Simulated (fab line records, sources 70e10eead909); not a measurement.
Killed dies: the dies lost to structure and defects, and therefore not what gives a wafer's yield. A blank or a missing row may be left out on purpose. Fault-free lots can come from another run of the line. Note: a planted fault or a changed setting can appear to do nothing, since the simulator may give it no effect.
Matching of chambers -- flow nand_harc -- 4 sister chambers for NHARC_P_CONTACT_ALD_22 on ald_metal-01
The step deposits TiN, target thk 3 nm, pulse time 1 s, ald cycles 150. 8 wafers are shown with their chamber, then 8 later ones without.

WAFERS WITH THEIR CHAMBER
wafer,chamber,heater_power_outer_w (W),heater_power_w (W)
L078.4,1,539,847
L086.1,3,667,1033
L086.4,0,703,1058
L086.6,2,624,988
L088.1,3,663,1026
L088.4,0,702,1081
L088.6,2,619,992
L090.3,1,504,806

WAFERS WITHOUT THEIR CHAMBER
wafer,heater_power_outer_w (W),heater_power_w (W)
L090.4,658,1067
L090.5,501,789
L093.2,647,1032
L093.3,513,793
L093.6,701,1069
L095.2,507,779
L095.3,633,981
L095.5,496,781

EACH ONE'S CHAMBER
wafer,from the rows above,in truth
L090.4,can't be placed: 3 or 0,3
L090.5,1,1
L093.2,can't be placed: 3 or 2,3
L093.3,1,1
L093.6,0,0
L095.2,1,1
L095.3,2,2
L095.5,1,1
Placed correctly: 6 of 8. Not placeable from these rows: 2 (in 2, the candidates include the true chamber). Number placed wrongly: 0.
How it was worked out, from the rows above alone: a wafer's distance from a chamber is the root of the sum, over the readings, of the square of ((its reading less the chamber's mean) divided by the reading's scatter). The wafer belongs to the nearest chamber; if the next one is less than 2 further off, it can't be placed. For every chamber, the mean is computed from those of its wafers that are shown. The scatter is the square root of a quotient: the sum, over the shown wafers, of each reading's squared deviation from its chamber's mean, divided by wafers minus chambers.
